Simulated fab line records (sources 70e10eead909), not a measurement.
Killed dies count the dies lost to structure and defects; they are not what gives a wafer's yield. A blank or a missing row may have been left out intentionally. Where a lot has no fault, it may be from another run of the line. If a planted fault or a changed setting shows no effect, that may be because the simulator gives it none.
fab line records ; flow nand-harc ; part 1 of 2: steps 1 to 4 of 6
[record] lots = 22; wafers = 66; last-day = 25
route steps=1159 shown A_STAIRCASE@590
lots that met no fault: taken from a fault-free run of the same line
start-h: hours from the record's first day to the start of the lot's first wafer shown ; wait-h: hours since the lot's step before ; " unchanged from the row above ; L1.1+2: a row that stands for several wafers ; - no value present, or no start provided ; * or withheld: withheld ; < > ~ a bound
route shown NAME@n: NAME is a module with steps in the file, n the number in the route of the first one ; usual: the fault-free wafers' mean and standard deviation ; same: alike in all rows ; chamber/n: place in a boat ; sites: the reading at each site ; _std_site: standard deviation of those values ; _edge_site: outer sites' mean less inner sites' ; radius-mm: for every site, how far away it sits from the centre of the wafer ; mask NAME#n: copy n ; behind: tool/chamber where the wafer was last shaped ; hold: what put the lot on hold/how long, in hours/how the hold closed ; device: transistor that didn't switch, given as n, p or np ; end of line: the tests these same wafers got at the end of their route ; a step with no rows: only its recipe ; killed: the dies lost at the first sort to structure and to defects; this is not the yield of the wafer ; map: a wafer's dies, marking killed ones x, the rest . and places with no die _
set.NAME: the setting as run; set.NAME@STEP: as run at that earlier step ; model.NAME: the simulator's own value behind a step, which no gauge read
steps of the route over a sample of lots; a table a step, a row a wafer
services: the hour from which a tool's chamber was out of use, counted from the record's first day as start-h (under 0 if before that day), plus the number of hours and why
[[steps]]
[step NHARC_A_STAIRCASE_TRIM_196]
[recipe] time-s = 211.2; o2-flow-sccm = 500; ar-flow-sccm = 0; bias-w = 0; chemistry = O2
[usual] drypump-motor-current-A = 6.0/0.47; oes-product-au = 1.006/0.015; rf-vpp-V = 57.8/0.87; showerhead-plenum-p-Torr = 3.55/0.15; throttle-valve-pct = 17.037/0.0083
[same] bias-w = 0
lot.wafer;tool;chamber;start-h;wait-h;drypump-motor-current-A;oes-product-au;rf-hours-counter-h;rf-vpp-V;showerhead-plenum-p-Torr;throttle-valve-pct
L074.4;rie-diel-08;1;245.92;0.1;6.0;1.020;44;58.4;3.43;17.029
L074.3;rie-diel-08;0;245.92;0.1;6.2;1.015;41;57.2;3.54;17.044
L074.6;rie-diel-08;1;245.92;0.1;6.0;1.022;-;58.4;3.43;17.038
L075.3;rie-diel-08;3;246.15;0.1;6.5;1.030;39;56.0;3.38;17.032
L075.5;rie-diel-08;0;246.15;0.1;6.2;1.007;-;56.7;3.54;17.027
L075.6;rie-diel-08;1;246.15;0.1;6.0;1.007;-;57.4;3.43;17.044
L077.2;rie-diel-01;0;248.71;0.1;5.8;1.010;35;56.6;3.28;17.033
L077.4;rie-diel-01;2;248.71;0.1;6.3;0.975;34;58.7;3.73;17.030
L077.3;rie-diel-01;3;248.71;0.1;5.1;0.992;29;57.0;3.69;17.044
L076.1;rie-diel-01;0;256.62;0.3;5.8;1.006;38;56.0;3.27;17.037
L076.2;rie-diel-01;1;256.62;0.3;5.2;0.981;38;59.1;3.79;17.043
L076.5;rie-diel-01;3;256.62;0.3;5.0;0.999;-;59.2;3.68;17.042
L078.2;rie-diel-08;2;259.27;0.1;6.2;0.990;48;58.4;3.59;17.025
L078.4;rie-diel-08;0;259.27;0.1;6.2;1.012;47;59.4;3.54;17.048
L078.5;rie-diel-08;2;259.27;0.1;6.2;1.005;-;58.3;3.59;17.037
L080.1;rie-diel-01;2;282.20;0.1;6.3;0.968;46;58.1;3.72;17.030
L080.3;rie-diel-01;3;282.20;0.1;5.0;0.979;41;58.2;3.68;17.033
L080.2;rie-diel-01;0;282.20;0.1;5.9;1.002;45;57.3;3.27;17.041
L082.1;rie-diel-08;1;291.29;0.1;6.1;1.013;60;57.1;3.42;17.042
L082.3;rie-diel-08;2;291.29;0.1;6.3;1.003;58;58.1;3.59;17.032
L082.6;rie-diel-08;0;291.29;0.1;6.2;1.026;-;58.3;3.53;17.042
L081.1;rie-diel-08;3;291.66;0.1;6.5;1.020;56;58.1;3.37;17.046
L081.3;rie-diel-08;0;291.66;0.1;6.2;1.018;58;58.2;3.53;17.026
L081.6;rie-diel-08;2;291.66;0.1;6.3;1.006;-;56.8;3.59;17.049
L084.1;rie-diel-08;0;297.41;0.1;6.2;1.022;61;58.1;3.53;17.025
L084.4;rie-diel-08;1;297.41;0.1;6.0;1.010;63;58.7;3.42;17.019
L084.5;rie-diel-08;2;297.41;0.1;6.3;1.002;-;58.3;3.58;17.039
L083.2;rie-diel-01;2;297.43;0.1;6.3;0.992;51;57.9;3.72;17.048
L083.4;rie-diel-01;1;297.43;0.1;5.2;0.990;50;57.2;3.78;17.040
L083.6;rie-diel-01;2;297.43;0.1;6.3;0.988;-;60.3;3.72;17.043
L089.2;rie-diel-08;1;317.58;0.1;6.1;0.996;4;57.0;3.42;17.039
L089.3;rie-diel-08;3;317.58;0.1;6.5;1.036;3;57.6;3.37;17.022
L089.6;rie-diel-08;0;317.58;0.1;6.2;1.020;-;56.5;3.53;17.039
L085.1;rie-diel-01;3;318.33;0.1;5.1;1.002;55;57.7;3.67;17.046
L085.4;rie-diel-01;0;318.33;0.1;5.9;0.997;59;58.8;3.26;17.034
L085.2;rie-diel-01;1;318.33;0.1;5.2;0.986;60;58.7;3.77;17.044
L086.1;rie-diel-01;0;321.69;0.1;5.8;1.009;60;56.7;3.26;17.036
L086.3;rie-diel-01;2;321.69;0.1;6.4;1.006;61;57.4;3.72;17.038
L086.5;rie-diel-01;3;321.69;0.1;5.0;1.008;-;57.5;3.67;17.037
L087.3;rie-diel-08;3;324.17;0.1;6.5;1.033;6;56.9;3.37;17.041
L087.6;rie-diel-08;0;324.17;0.1;6.3;1.021;-;56.9;3.52;17.035
L087.5;rie-diel-08;1;324.17;0.1;6.1;0.995;-;58.1;3.42;17.028
L088.1;rie-diel-08;3;327.73;0.1;6.5;1.027;7;57.5;3.36;17.029
L088.3;rie-diel-08;0;327.73;0.1;6.2;1.014;8;58.4;3.52;17.035
L088.5;rie-diel-08;3;327.73;0.1;6.5;1.025;-;58.4;3.37;17.041
L090.2;rie-diel-01;2;336.75;0.1;6.4;0.983;1;57.8;3.71;17.044
L090.1;rie-diel-01;3;336.75;0.1;5.1;0.990;1;57.4;3.67;17.050
L090.6;rie-diel-01;1;336.75;0.1;5.2;1.003;-;56.9;3.77;17.031
L091.3;rie-diel-08;3;341.74;0.1;6.5;1.033;12;55.5;3.36;17.037
L091.4;rie-diel-08;0;341.74;0.1;6.2;1.026;12;57.4;3.52;17.022
L091.2;rie-diel-08;2;341.74;0.1;6.2;1.014;13;58.3;3.58;17.031
L092.4;rie-diel-08;2;351.13;0.1;6.3;1.011;16;57.8;3.57;17.017
L092.6;rie-diel-08;0;351.13;0.1;6.2;1.024;-;58.7;3.52;17.026
L092.5;rie-diel-08;1;351.13;0.1;6.0;1.003;-;57.2;3.41;17.037
L094.1;rie-diel-03;0;352.92;0.1;5.7;1.006;46;58.3;3.59;17.034
L094.3;rie-diel-03;1;352.92;0.1;5.7;0.998;45;58.6;3.42;17.025
L094.2;rie-diel-03;2;352.92;0.1;5.5;1.009;45;57.7;3.60;17.036
L095.2;rie-diel-03;1;362.15;0.1;5.7;0.994;48;57.6;3.42;17.055
L095.4;rie-diel-03;3;362.15;0.1;5.6;1.000;51;56.3;3.48;17.032
L095.6;rie-diel-03;2;362.15;0.1;5.5;1.015;-;58.3;3.60;17.039
L096.4;rie-diel-01;0;362.89;0.1;5.8;0.994;11;57.7;3.80;17.049
L096.3;rie-diel-01;1;362.89;0.1;5.2;1.005;10;59.9;3.77;17.034
L096.2;rie-diel-01;2;362.89;0.1;6.4;0.991;10;58.6;3.71;17.056
L097.3;rie-diel-08;0;386.17;0.1;6.2;1.011;26;57.7;3.51;17.037
L097.2;rie-diel-08;1;386.17;0.1;6.0;0.995;27;57.6;3.41;17.034
L097.6;rie-diel-08;0;386.17;0.1;6.2;1.014;-;57.1;3.51;17.038
[step NHARC_A_STAIRCASE_TRIM_200]
[recipe] time-s = 211.2; o2-flow-sccm = 500; ar-flow-sccm = 0; bias-w = 0; chemistry = O2
[usual] drypump-motor-current-A = 6.0/0.47; oes-product-au = 1.005/0.015; rf-vpp-V = 58.0/0.86; showerhead-plenum-p-Torr = 3.54/0.15; throttle-valve-pct = 17.037/0.009
[same] bias-w = 0
lot.wafer;tool;chamber;start-h;wait-h;drypump-motor-current-A;oes-product-au;rf-hours-counter-h;rf-vpp-V;showerhead-plenum-p-Torr;throttle-valve-pct
L074.3;rie-diel-08;1;-;-;6.1;1.005;44;56.9;3.43;17.041
L074.4;rie-diel-08;3;-;-;6.5;1.024;39;58.7;3.38;17.042
L074.6;rie-diel-08;2;-;-;6.3;1.007;-;58.5;3.59;17.047
L075.3;rie-diel-08;2;-;-;6.2;1.011;42;57.0;3.59;17.047
L075.6;rie-diel-08;3;-;-;6.5;1.017;-;57.2;3.38;17.033
L075.5;rie-diel-08;0;-;-;6.2;1.021;-;57.9;3.54;17.024
L077.2;rie-diel-01;3;-;-;5.1;0.995;29;57.5;3.69;17.033
L077.4;rie-diel-01;0;-;-;5.9;1.003;35;58.1;3.27;17.036
L077.3;rie-diel-01;2;-;-;6.3;0.972;34;59.1;3.73;17.031
L076.1;rie-diel-01;0;-;-;5.8;1.018;39;56.8;3.27;17.031
L076.2;rie-diel-01;2;-;-;6.3;0.997;39;58.7;3.73;17.039
L076.5;rie-diel-01;0;-;-;5.8;1.002;-;57.4;3.27;17.039
L078.4;rie-diel-08;1;-;-;6.0;1.002;50;58.1;3.43;17.043
L078.2;rie-diel-08;3;-;-;6.5;1.023;46;56.3;3.38;17.027
L078.5;rie-diel-08;1;-;-;6.1;0.992;-;57.0;3.43;17.048
L080.2;rie-diel-01;2;-;-;6.3;0.976;46;59.0;3.72;17.032
L080.1;rie-diel-01;3;-;-;5.1;0.991;41;59.2;3.68;17.036
L080.3;rie-diel-01;0;-;-;5.9;0.990;45;57.2;3.27;17.040
L082.1;rie-diel-08;3;-;-;6.5;1.028;56;57.6;3.37;17.037
L082.3;rie-diel-08;0;-;-;6.2;1.008;58;59.1;3.53;17.033
L082.6;rie-diel-08;0;-;-;6.2;1.018;-;58.9;3.53;17.044
L081.1;rie-diel-08;3;-;-;6.5;1.031;56;57.1;3.37;17.041
L081.3;rie-diel-08;0;-;-;6.2;1.023;59;56.9;3.53;17.030
L081.6;rie-diel-08;3;-;-;6.5;1.030;-;57.1;3.37;17.026
L084.4;rie-diel-08;2;-;-;6.3;1.007;61;57.3;3.58;17.040
L084.1;rie-diel-08;3;-;-;6.5;1.030;59;58.3;3.37;17.055
L084.5;rie-diel-08;1;-;-;6.1;1.026;-;57.6;3.42;17.048
L083.2;rie-diel-01;1;-;-;5.2;0.995;50;58.3;3.78;17.030
L083.4;rie-diel-01;2;-;-;6.3;0.984;51;59.9;3.72;17.038
L083.6;rie-diel-01;0;-;-;5.9;0.992;-;58.1;3.27;17.033
L089.2;rie-diel-08;3;-;-;6.5;1.035;3;58.0;3.37;17.041
L089.3;rie-diel-08;0;-;-;6.2;1.019;4;57.7;3.53;17.030
L089.6;rie-diel-08;0;-;-;6.2;1.010;-;56.9;3.53;17.054
L085.1;rie-diel-01;2;-;-;6.3;1.000;61;58.1;3.72;17.030
L085.2;rie-diel-01;3;-;-;5.1;0.994;55;59.3;3.67;17.036
L085.4;rie-diel-01;0;-;-;5.8;0.998;59;57.8;3.26;17.018
L086.3;rie-diel-01;0;-;-;5.9;1.003;60;57.5;3.26;17.046
L086.1;rie-diel-01;1;-;-;5.2;0.985;61;59.0;3.77;17.033
L086.5;rie-diel-01;0;-;-;5.9;0.998;-;57.0;3.26;17.023
L087.3;rie-diel-08;0;-;-;6.2;1.010;7;58.2;3.52;17.028
L087.6;rie-diel-08;0;-;-;6.2;1.014;-;58.1;3.52;17.052
L087.5;rie-diel-08;1;-;-;6.0;0.986;-;58.3;3.42;17.035
L088.3;rie-diel-08;0;-;-;6.2;1.010;8;57.2;3.52;17.042
L088.1;rie-diel-08;1;-;-;6.0;0.994;9;57.5;3.42;17.037
L088.5;rie-diel-08;2;-;-;6.3;1.011;-;57.7;3.58;17.040
L090.2;rie-diel-01;1;-;-;5.2;0.996;1;60.1;3.77;17.029
L090.1;rie-diel-01;3;-;-;5.1;0.983;1;58.5;3.67;17.043
L090.6;rie-diel-01;1;-;-;5.2;1.006;-;59.9;3.77;17.028
L091.4;rie-diel-08;2;-;-;6.3;1.004;13;58.6;3.58;17.022
L091.3;rie-diel-08;3;-;-;6.5;1.020;12;58.1;3.36;17.029
L091.2;rie-diel-08;0;-;-;6.2;1.012;13;57.0;3.52;17.043
L092.4;rie-diel-08;0;-;-;6.2;1.014;14;58.8;3.52;17.041
L092.5;rie-diel-08;2;-;-;6.3;1.005;-;58.2;3.57;17.031
L092.6;rie-diel-08;3;-;-;6.5;1.026;-;57.7;3.36;17.019
L094.2;rie-diel-03;1;-;-;5.7;0.992;45;57.7;3.42;17.042
L094.3;rie-diel-03;3;-;-;5.6;1.003;46;56.6;3.48;17.044
L094.1;rie-diel-03;0;-;-;5.7;1.012;46;57.7;3.59;17.051
L095.4;rie-diel-03;0;-;-;5.7;1.000;52;57.4;3.58;17.038
L095.2;rie-diel-03;2;-;-;5.5;1.012;49;58.2;3.60;17.045
L095.6;rie-diel-03;1;-;-;5.6;0.998;-;57.5;3.42;17.026
L096.3;rie-diel-01;1;-;-;5.2;0.998;11;58.6;3.77;17.045
L096.4;rie-diel-01;3;-;-;5.1;0.991;11;58.6;3.66;17.034
L096.2;rie-diel-01;0;-;-;5.8;0.984;11;57.5;3.80;17.035
L097.2;rie-diel-08;3;-;-;6.5;1.023;27;57.4;3.35;17.043
L097.3;rie-diel-08;0;-;-;6.2;1.013;26;57.5;3.51;17.022
L097.6;rie-diel-08;3;-;-;6.5;1.026;-;55.9;3.35;17.056
[step NHARC_A_STAIRCASE_DESCUM_219]
[recipe] time-s = 3; o2-flow-sccm = 200; ar-flow-sccm = 0; bias-power-w = 0; chemistry = O2
[usual] drypump-motor-current-A = 5.9/0.41; oes-product-au = 1.006/0.015; rf-vpp-V = 57.8/0.83; showerhead-plenum-p-Torr = 1.92/0.075; throttle-valve-pct = 11.313/0.009
[same] bias-power-w = 0
lot.wafer;tool;chamber;start-h;wait-h;drypump-motor-current-A;oes-product-au;rf-hours-counter-h;rf-vpp-V;showerhead-plenum-p-Torr;throttle-valve-pct
L074.3;rie-diel-08;1;248.58;-;6.0;1.012;45;56.9;1.86;11.314
L074.4;rie-diel-08;3;248.58;-;6.5;1.020;40;57.7;1.83;11.305
L074.6;rie-diel-08;1;248.58;-;6.1;1.013;-;58.7;1.86;11.320
L075.3;rie-diel-08;1;249.00;-;6.0;1.008;45;57.6;1.86;11.305
L075.5;rie-diel-08;1;249.00;-;6.0;0.999;-;56.5;1.86;11.304
L075.6;rie-diel-08;2;249.00;-;6.2;0.994;-;58.1;1.95;11.318
L077.3;rie-diel-03;2;251.34;-;5.5;1.028;8;57.3;1.97;11.328
L077.2;rie-diel-03;0;251.34;-;5.7;1.010;8;58.2;1.96;11.322
L077.4;rie-diel-03;1;251.34;-;5.7;1.007;7;56.1;1.86;11.312
L076.1;rie-diel-08;3;259.52;-;6.5;1.023;46;57.5;1.83;11.308
L076.2;rie-diel-08;2;259.52;-;6.2;0.998;49;57.9;1.95;11.316
L076.5;rie-diel-08;0;259.52;-;6.2;1.021;-;58.3;1.92;11.316
L078.4;rie-diel-08;1;262.00;-;6.1;1.006;51;57.9;1.86;11.316
L078.2;rie-diel-08;2;262.00;-;6.3;0.991;50;57.4;1.95;11.331
L078.5;rie-diel-08;3;262.00;-;6.5;1.016;-;57.2;1.82;11.308
L080.1;rie-diel-08;1;285.24;-;6.0;1.027;57;57.4;1.85;11.295
L080.2;rie-diel-08;3;285.24;-;6.5;1.031;53;57.7;1.82;11.316
L080.3;rie-diel-08;0;285.24;-;6.2;1.031;54;59.9;1.92;11.325
L082.1;rie-diel-03;2;294.48;-;5.5;1.009;24;58.8;1.96;11.298
L082.3;rie-diel-03;3;294.48;-;5.6;0.987;23;56.9;1.89;11.313
L082.6;rie-diel-03;1;294.48;-;5.6;0.999;-;59.1;1.86;11.312
L081.1;rie-diel-01;2;294.87;-;6.4;0.975;50;58.1;2.03;11.317
L081.3;rie-diel-01;3;294.87;-;5.0;0.993;45;57.7;2.00;11.304
L081.6;rie-diel-01;0;294.87;-;5.8;0.992;-;56.7;1.76;11.316
L084.4;rie-diel-08;1;300.08;-;6.1;1.009;64;57.7;1.85;11.322
L084.1;rie-diel-08;3;300.08;-;6.5;1.024;60;57.8;1.82;11.313
L084.5;rie-diel-08;0;300.08;-;6.2;1.041;-;57.9;1.91;11.312
L083.4;rie-diel-01;2;300.12;-;6.3;0.985;52;60.1;2.03;11.292
L083.2;rie-diel-01;3;300.12;-;5.1;1.009;47;57.5;2.00;11.318
L083.6;rie-diel-01;0;300.12;-;5.9;1.001;-;57.7;1.76;11.309
L089.3;rie-diel-03;1;320.15;-;5.7;1.006;35;58.2;1.85;11.323
L089.2;rie-diel-03;2;320.15;-;5.5;1.021;34;57.9;1.96;11.291
L089.6;rie-diel-03;1;320.15;-;5.6;1.003;-;56.3;1.85;11.321
L085.4;rie-diel-08;3;321.04;-;6.5;1.042;4;56.6;1.82;11.305
L085.2;rie-diel-08;0;321.04;-;6.2;1.025;5;57.8;1.91;11.307
L085.1;rie-diel-08;2;321.04;-;6.3;1.014;5;58.9;1.94;11.298
L086.1;rie-diel-03;0;324.55;-;5.7;0.997;38;58.4;1.95;11.313
L086.3;rie-diel-03;3;324.55;-;5.6;0.989;37;58.0;1.89;11.308
L086.5;rie-diel-03;1;324.55;-;5.7;0.989;-;58.0;1.85;11.322
L087.3;rie-diel-08;3;326.87;-;6.5;1.035;7;57.0;1.82;11.300
L087.6;rie-diel-08;2;326.87;-;6.3;1.026;-;59.0;1.94;11.308
L087.5;rie-diel-08;3;326.87;-;6.5;1.031;-;57.4;1.82;11.293
L088.3;rie-diel-03;2;330.23;-;5.5;1.006;38;58.6;1.96;11.317
L088.1;rie-diel-03;0;330.23;-;5.7;0.989;40;58.1;1.95;11.295
L088.5;rie-diel-03;2;330.23;-;5.5;1.009;-;57.1;1.96;11.305
L090.1;rie-diel-03;3;339.30;-;5.6;0.992;42;58.4;1.89;11.317
L090.2;rie-diel-03;1;339.30;-;5.6;0.995;41;57.7;1.85;11.325
L090.6;rie-diel-03;2;339.30;-;5.5;1.000;-;57.7;1.96;11.321
L091.2;rie-diel-03;3;344.35;-;5.6;0.979;43;57.4;1.89;11.307
L091.3;rie-diel-03;1;344.35;-;5.7;0.981;42;57.3;1.85;11.318
L091.4;rie-diel-03;2;344.35;-;5.5;0.992;42;59.2;1.96;11.326
L092.4;rie-diel-03;3;353.58;-;5.5;1.001;46;58.3;1.88;11.318
L092.6;rie-diel-03;1;353.58;-;5.7;0.995;-;56.1;1.85;11.312
L092.5;rie-diel-03;2;353.58;-;5.5;1.007;-;58.3;1.96;11.313
L094.1;rie-diel-08;1;355.58;-;6.0;0.995;18;56.4;1.85;11.314
L094.2;rie-diel-08;2;355.58;-;6.2;1.017;18;58.6;1.94;11.317
L094.3;rie-diel-08;3;355.58;-;6.5;1.039;16;57.2;1.82;11.313
L095.4;rie-diel-03;3;365.93;-;5.6;0.992;52;58.2;1.88;11.331
L095.2;rie-diel-03;0;365.93;-;5.7;1.009;53;57.8;1.95;11.321
L095.6;rie-diel-03;2;365.93;-;5.5;1.015;-;57.5;1.96;11.296
L096.4;rie-diel-01;1;366.55;-;5.2;1.009;11;58.6;2.05;11.316
L096.3;rie-diel-01;2;366.55;-;6.3;0.973;11;58.5;2.02;11.313
L096.2;rie-diel-01;3;366.55;-;5.0;0.996;11;58.1;1.99;11.304
L097.2;rie-diel-01;1;388.75;-;5.2;0.993;18;56.6;2.05;11.315
L097.3;rie-diel-01;2;388.75;-;6.3;0.982;18;57.4;2.02;11.318
L097.6;rie-diel-01;3;388.75;-;5.0;0.980;-;58.9;1.99;11.319
[step NHARC_A_STAIRCASE_ETCH_221]
[recipe] target-depth-a = 1000; time-s = 40.5; ion-energy-ev = 400; c4f8-flow-sccm = 20; o2-flow-sccm = 10; ar-flow-sccm = withheld; rf-w = 600; bias-w = 1000; chemistry = C4F8/O2
[usual] bias-w = 1000.3/2.6; oes-product-au = 0.944/0.018; rf-fwd-power-W = 592.7/2.8; rf-vpp-V = 896/4.6
lot.wafer;tool;chamber;start-h;wait-h;bias-w;oes-product-au;rf-fwd-power-W;rf-hours-counter-h;rf-vpp-V
L074.4;rie-diel-08;1;-;-;1001.1;0.966;596.1;45;894
L074.3;rie-diel-08;3;-;-;1001.3;0.970;591.0;41;889
L074.6;rie-diel-08;2;-;-;998.2;0.946;591.7;-;898
L075.3;rie-diel-08;3;-;-;998.6;0.955;587.2;41;890
L075.5;rie-diel-08;2;-;-;1000.5;0.941;588.3;-;899
L075.6;rie-diel-08;3;-;-;999.9;0.944;587.7;-;889
L077.4;rie-diel-03;0;-;-;1000.0;0.920;587.5;8;900
L077.2;rie-diel-03;2;-;-;997.0;0.948;593.7;8;900
L077.3;rie-diel-03;3;-;-;1004.4;0.919;593.5;9;896
L076.1;rie-diel-08;3;-;-;1000.1;0.952;588.2;46;888
L076.2;rie-diel-08;0;-;-;1002.9;0.943;594.3;47;897
L076.5;rie-diel-08;2;-;-;997.2;0.934;591.9;-;899
L078.4;rie-diel-08;2;-;-;1004.4;0.952;591.5;50;899
L078.2;rie-diel-08;3;-;-;1001.5;0.984;591.3;47;891
L078.5;rie-diel-08;1;-;-;1000.6;0.985;595.9;-;892
L080.3;rie-diel-08;0;-;-;999.4;0.946;594.5;55;896
L080.2;rie-diel-08;1;-;-;999.1;0.928;595.1;57;892
L080.1;rie-diel-08;3;-;-;996.7;0.958;590.8;53;892
L082.3;rie-diel-03;0;-;-;1004.3;0.964;587.4;24;900
L082.1;rie-diel-03;2;-;-;998.0;0.966;593.2;24;899
L082.6;rie-diel-03;3;-;-;997.7;0.946;593.5;-;894
L081.1;rie-diel-01;3;-;-;999.0;0.929;596.1;45;901
L081.3;rie-diel-01;0;-;-;996.2;0.936;591.6;49;886
L081.6;rie-diel-01;0;-;-;1002.0;0.943;591.2;-;886
L084.1;rie-diel-08;1;-;-;999.9;0.948;594.1;64;893
L084.4;rie-diel-08;0;-;-;1001.8;0.959;594.1;62;896
L084.5;rie-diel-08;2;-;-;1000.7;0.945;591.9;-;899
L083.4;rie-diel-01;1;-;-;1002.9;0.910;594.5;52;905
L083.2;rie-diel-01;3;-;-;1000.8;0.928;593.7;47;901
L083.6;rie-diel-01;1;-;-;997.6;0.912;596.5;-;906
L089.3;rie-diel-03;2;-;-;1008.1;0.941;594.8;35;898
L089.2;rie-diel-03;1;-;-;1001.4;0.925;592.7;35;892
L089.6;rie-diel-03;2;-;-;1001.2;0.942;594.2;-;899
L085.1;rie-diel-08;0;-;-;999.1;0.979;592.1;5;894
L085.2;rie-diel-08;1;-;-;1001.9;0.946;594.5;6;891
L085.4;rie-diel-08;2;-;-;995.1;0.975;593.3;5;896
L086.3;rie-diel-03;2;-;-;1002.2;0.938;592.3;36;900
L086.1;rie-diel-03;0;-;-;1000.0;0.928;588.6;38;897
L086.5;rie-diel-03;1;-;-;1002.3;0.922;596.7;-;891
L087.3;rie-diel-08;3;-;-;997.5;0.976;587.8;7;890
L087.5;rie-diel-08;2;-;-;998.2;0.961;589.3;-;896
L087.6;rie-diel-08;3;-;-;997.1;0.975;588.9;-;891
L088.3;rie-diel-03;1;-;-;998.2;0.949;596.9;39;891
L088.1;rie-diel-03;3;-;-;1002.3;0.933;593.2;39;895
L088.5;rie-diel-03;2;-;-;1002.8;0.965;595.3;-;898
L090.2;rie-diel-03;3;-;-;1000.6;0.942;590.8;42;895
L090.1;rie-diel-03;2;-;-;999.4;0.951;594.9;41;899
L090.6;rie-diel-03;3;-;-;1006.5;0.938;588.7;-;892
L091.2;rie-diel-03;2;-;-;1002.7;0.968;595.2;42;899
L091.4;rie-diel-03;3;-;-;999.9;0.944;595.7;43;894
L091.3;rie-diel-03;0;-;-;1003.3;0.966;589.2;43;898
L092.4;rie-diel-03;1;-;-;999.0;0.914;592.6;46;891
L092.6;rie-diel-03;1;-;-;1001.6;0.919;594.0;-;891
L092.5;rie-diel-03;2;-;-;996.9;0.926;596.1;-;898
L094.3;rie-diel-08;0;-;-;1005.3;0.937;593.2;16;896
L094.2;rie-diel-08;1;-;-;1000.6;0.933;594.8;18;893
L094.1;rie-diel-08;3;-;-;998.3;0.964;587.1;16;888
L095.4;rie-diel-03;2;-;-;999.2;0.941;594.0;50;899
L095.2;rie-diel-03;3;-;-;999.8;0.942;593.8;52;893
L095.6;rie-diel-03;3;-;-;1002.7;0.949;593.9;-;894
L096.4;rie-diel-01;3;-;-;998.4;0.949;591.6;11;900
L096.2;rie-diel-01;0;-;-;1002.1;0.949;595.4;12;904
L096.3;rie-diel-01;1;-;-;995.3;0.945;592.0;11;906
L097.3;rie-diel-01;1;-;-;997.6;0.948;597.5;18;904
L097.2;rie-diel-01;0;-;-;999.1;0.925;591.3;18;905
L097.6;rie-diel-01;2;-;-;1003.7;0.929;594.8;-;902
